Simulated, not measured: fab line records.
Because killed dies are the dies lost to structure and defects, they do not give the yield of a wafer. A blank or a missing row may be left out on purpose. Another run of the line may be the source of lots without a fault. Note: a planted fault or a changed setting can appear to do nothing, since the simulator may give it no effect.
Which of the tools did it? -- flow nandHarc -- Sampling: 13 lots, 39 wafers, 5 of 1302 route steps

== WHAT THE GAUGES READ, wafer by wafer ==
NHARC_P_M2_CD_MEAS_16. Usual: 169.7 nm for cdNm, sd 1.3.
lot,measured,on,cdNm (nm),flag
L573,day 6 10:28,cdSem-03,170.7 167.4 169.8,
L574,day 6 22:33,cdSem-02,170.8 173.1 170.0,
L575,day 7 07:54,cdSem-03,168.6 169.1 169.9,
L576,day 7 20:58,cdSem-02,170.1 169.1 168.2,
L577,day 8 00:39,cdSem-03,172.2 170.7 171.8,
L579,day 8 17:51,cdSem-03,168.5 169.5 168.8,
L580,day 9 09:23,cdSem-03,172.1 170.7 171.2,
L586,day 11 16:27,cdSem-02,170.3 170.9 172.2,
L588,day 12 13:02,cdSem-02,170.0 170.1 169.5,
L593,day 14 19:02,cdSem-03,169.4 169.5 167.7,
L594,day 14 22:58,cdSem-01,169.0 167.8 168.6,
L595,day 15 17:51,cdSem-02,168.4 168.6 170.1,
L596,day 15 21:43,cdSem-03,168.5 170.3 169.1,

NHARC_P_M2_INSPECT_27. Usual: 323 for rawDefectCount, sd 110.
lot,measured,on,rawDefectCount,flag
L573,day 6 12:44,defectInspect-02,235 278 319,
L574,day 7 00:51,defectInspect-02,278 310 378,
L575,day 7 10:10,defectInspect-02,240 109 255,
L576,day 7 23:14,defectInspect-01,402 549 405,
L577,day 8 02:55,defectInspect-01,265 219 227,
L579,day 8 20:08,defectInspect-01,312 196 255,
L580,day 9 11:53,defectInspect-01,305 368 262,
L586,day 11 18:43,defectInspect-02,388 270 553,
L588,day 12 15:18,defectInspect-02,324 201 280,
L593,day 14 21:24,defectInspect-02,182 298 255,
L594,day 15 01:15,defectInspect-01,399 332 459,
L595,day 15 20:07,defectInspect-02,322 312 177,
L596,day 16 00:01,defectInspect-01,266 534 517,

NHARC_END_SORT_01. Usual: defectLimitedYield 91 % (standard deviation 3.2); killedAtArray 55 (standard deviation 22); killedAtOther 0.9 (standard deviation 1.2); killedAtPeriphery 3.6 (standard deviation 2.3); killedDies 60 (standard deviation 22); killedOpen 3.2 (standard deviation 1.9); killedShort 2.5 (standard deviation 1.6).
lot,measured,on,defectLimitedYield (%),killedAtArray,killedAtOther,killedAtPeriphery,killedDies,killedOpen,killedShort,flag
L573,day 24 10:02,prober-01,92 91 92,51 57 51,0 1 0,1 0 2,52 58 53,0 1 1,2 2 3,
L574,day 24 18:00,prober-02,94 95 93,36 26 43,0 1 0,5 5 4,41 32 47,4 3 3,3 2 3,
L575,day 25 03:41,prober-01,94 93 92,35 40 46,0 0 0,4 6 7,39 46 53,4 4 2,2 1 3,
L576,day 25 13:17,prober-01,96 95 96,23 26 22,0 1 1,5 10 3,28 37 26,2 6 2,5 1 1,
L577,day 25 14:04,prober-02,86 87 88,96 83 77,0 0 0,2 3 3,98 86 80,2 2 3,3 2 2,
L579,day 26 15:54,prober-01,96 96 97,24 21 21,0 0 0,3 4 2,27 25 23,5 2 2,0 2 3,
L580,day 28 01:18,prober-01,89 91 89,70 60 71,2 1 1,3 1 3,75 62 75,3 1 3,3 1 1,
L586,day 29 16:19,prober-01,90 89 88,66 71 74,0 0 1,1 2 4,67 73 79,2 5 4,2 1 3,
L588,day 30 08:52,prober-02,89 87 88,66 81 71,1 0 0,8 7 7,75 88 78,3 2 2,2 0 3,
L593,day 33 03:47,prober-02,91 91 91,59 59 55,0 0 1,4 2 2,63 61 58,4 3 5,1 1 1,
L594,day 33 05:24,prober-01,94 93 95,33 42 24,1 1 5,5 6 4,39 49 33,4 9 4,4 5 2,
L595,day 33 11:38,prober-02,90 90 90,64 62 55,0 0 1,5 5 10,69 67 66,5 5 1,5 4 3,
L596,day 34 02:43,prober-01,93 94 94,45 39 41,0 0 1,3 3 2,48 42 44,1 0 2,3 2 2,

== WHICH TOOL RAN EACH LOT (tool, then ch and the chambers of the sampled wafers, then the start) ==
lot,NHARC_P_M2_ETCH_35,NHARC_P_M2_DEP_33
L573,"rieDiel-05 ch 0,1,2, day 6 10:16","pecvd-02 ch 1,2, day 6 12:56"
L574,"rieDiel-08 ch 0,2,3, day 6 22:20","pecvd-04 ch 0,1, day 7 01:00"
L575,"rieDiel-08 ch 0,1,3, day 7 07:40","pecvd-04 ch 0,1,2, day 7 10:22"
L576,"rieDiel-05 ch 0,3, day 7 20:44","pecvd-02 ch 0,1,2, day 7 23:23"
L577,"rieDiel-06 ch 0,1,3, day 8 00:26","pecvd-02 ch 0,1,2, day 8 03:04"
L579,"rieDiel-05 ch 0,1,2, day 8 17:38","pecvd-02 ch 0,1,2, day 8 20:17"
L580,"rieDiel-06 ch 0,1,2, day 9 09:11","pecvd-01 ch 0,1,2, day 9 12:07"
L586,"rieDiel-06 ch 1,2,3, day 11 16:13","pecvd-01 ch 0,1,2, day 11 18:52"
L588,"rieDiel-05 ch 0,2,3, day 12 12:50","pecvd-02 ch 0,1, day 12 15:41"
L593,"rieDiel-05 ch 1,2,3, day 14 18:49","pecvd-02 ch 0,1,2, day 14 21:32"
L594,"rieDiel-08 ch 1,2,3, day 14 22:45","pecvd-02 ch 0,1,2, day 15 01:26"
L595,"rieDiel-05 ch 0,2, day 15 17:38","pecvd-02 ch 1,2, day 15 20:19"
L596,"rieDiel-06 ch 0,1,2, day 15 21:29","pecvd-01 ch 1,2, day 16 00:12"
- NHARC_P_M2_ETCH_35: etches the open film in N2/H2, target depth 40 nm, overetch 12 nm, time 43.94 s.
- NHARC_P_M2_DEP_33: deposits SiCN, target thk 30 nm.

== AS READ BY THE TOOLS THEMSELVES (means over the sampled wafers that have a number; for cases with no such wafer, the mark the record gives instead) ==
NHARC_P_M2_ETCH_35. Usual: drypumpMotorCurrentA 5.7 A, standard deviation 0.33; oesProductAu 1.007 a.u., standard deviation 0.014; rfVppV 430.1 V, standard deviation 2.2; showerheadPlenumPTorr 2.02 Torr, standard deviation 0.08; throttleValvePct 14.170 %, standard deviation 0.0094.
lot,tool,drypumpMotorCurrentA (A),oesProductAu (a.u.),rfVppV (V),showerheadPlenumPTorr (Torr),throttleValvePct (%),flag
L573,rieDiel-05,5.9,0.997,431.0,2.06,14.172,
L574,rieDiel-08,5.5,1.023,430.4,2.06,14.173,
L575,rieDiel-08,5.3,0.999,430.0,2.02,14.161,
L576,rieDiel-05,5.7,0.999,427.7,1.94,14.164,
L577,rieDiel-06,6.1,1.020,430.0,2.04,14.174,
L579,rieDiel-05,5.9,0.992,431.1,2.06,14.175,
L580,rieDiel-06,6.3,1.004,430.9,2.08,14.163,
L586,rieDiel-06,6.0,1.007,429.6,2.01,14.187,
L588,rieDiel-05,5.7,0.997,429.8,2.01,14.169,
L593,rieDiel-05,5.7,1.005,429.3,2.01,14.171,
L594,rieDiel-08,5.6,1.016,430.7,2.00,14.172,
L595,rieDiel-05,5.7,1.011,431.8,2.09,14.170,
L596,rieDiel-06,6.3,1.010,431.0,2.07,14.157,

NHARC_P_M2_DEP_33. Usual: chamberPressureTorr 3.000 Torr, standard deviation 0.0067; heaterPowerOuterW 320 W, standard deviation 50; heaterPowerW 580 W, standard deviation 72.
lot,tool,chamberPressureTorr (Torr),heaterPowerOuterW (W),heaterPowerW (W),flag
L573,pecvd-02,3.010,299,540,
L574,pecvd-04,3.000,368,641,
L575,pecvd-04,3.001,353,622,
L576,pecvd-02,2.991,313,551,
L577,pecvd-02,3.003,308,547,
L579,pecvd-02,3.004,352,615,
L580,pecvd-01,3.002,317,578,
L586,pecvd-01,-,-,-,OFF
L588,pecvd-02,-,-,-,OFF
L593,pecvd-02,3.004,303,554,
L594,pecvd-02,3.004,288,543,
L595,pecvd-02,2.992,332,608,
L596,pecvd-01,3.009,268,535,

== THE ANSWER, worked out from the rows above alone ==
Rule: a lot counts as off when the mean over its wafers that have a number is more than 3 standard deviations away from the usual mean. A lot without any number at a reading at which 4 lots or more have one is off too. The other lots that the step has rows for count as sound. First the gauges in route order, then the tools' own readings, where a lot's mean is used as printed above. The first step at which some lot is off is used, and at that step the reading that is off furthest; a lot without a number counts as furthest.
Off, at NHARC_P_M2_DEP_33 on chamberPressureTorr: L586, L588. Without a number there: L586, L588.
If a tool, at that step or one of the process steps before it, ran each lot that is off and ran no sound lot following the first of them, it fits. Not one of the candidates tried fits.

== WHAT THE SIMULATOR HAD PUT IN ==
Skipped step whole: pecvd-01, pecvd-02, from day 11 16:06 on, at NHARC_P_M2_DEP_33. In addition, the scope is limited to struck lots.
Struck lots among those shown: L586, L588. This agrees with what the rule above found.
